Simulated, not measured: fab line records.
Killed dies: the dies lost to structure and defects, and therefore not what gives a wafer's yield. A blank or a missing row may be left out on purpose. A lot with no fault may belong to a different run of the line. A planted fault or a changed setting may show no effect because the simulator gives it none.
Chamber matching	flow n5-finfet	N5_BEOL_M7_PECVD_70 on pecvd-03 has 3 sister chambers
The step deposits SiO2 from TEOS/O2, target thk 20 nm, time 22.7 s. 3 wafers are shown with their chamber, then 9 later ones without.

== WAFERS, EACH WITH ITS CHAMBER ==
wafer	chamber	showerhead-plenum-p-Torr (Torr)
L090.2	0	8.79
L090.4	2	8.76
L090.6	1	8.96

== WAFERS WITH NO CHAMBER GIVEN ==
wafer	showerhead-plenum-p-Torr (Torr)
L092.4	8.77
L092.5	8.73
L092.6	8.95
L093.2	8.76
L093.4	8.76
L093.5	8.98
L097.4	8.73
L097.5	8.75
L097.6	8.96

== EACH ONE'S CHAMBER ==
wafer	from the rows above	in truth
L092.4	can't be placed: 2 or 0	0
L092.5	can't be placed: 2 or 0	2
L092.6	1	1
L093.2	can't be placed: 2 or 0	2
L093.4	can't be placed: 2 or 0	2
L093.5	1	1
L097.4	can't be placed: 2 or 0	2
L097.5	can't be placed: 2 or 0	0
L097.6	1	1
Correct placement for 3 of the 9. Unplaceable from these rows: 6, with the true chamber sitting among the candidates in 6. Number placed wrongly: 0.
How it was worked out, from the rows above alone: a wafer's distance from a chamber is the root of the sum, over the readings, of the square of ((its reading less the chamber's mean) divided by the reading's scatter). If the next closest chamber is less than 2 further off than the closest, the wafer can't be placed; otherwise it belongs to the closest. Each chamber's mean is taken over the wafers shown for it. The scatter: with one shown wafer a chamber, the root of the mean of the squares of how far each hidden wafer lies from its nearest shown one.
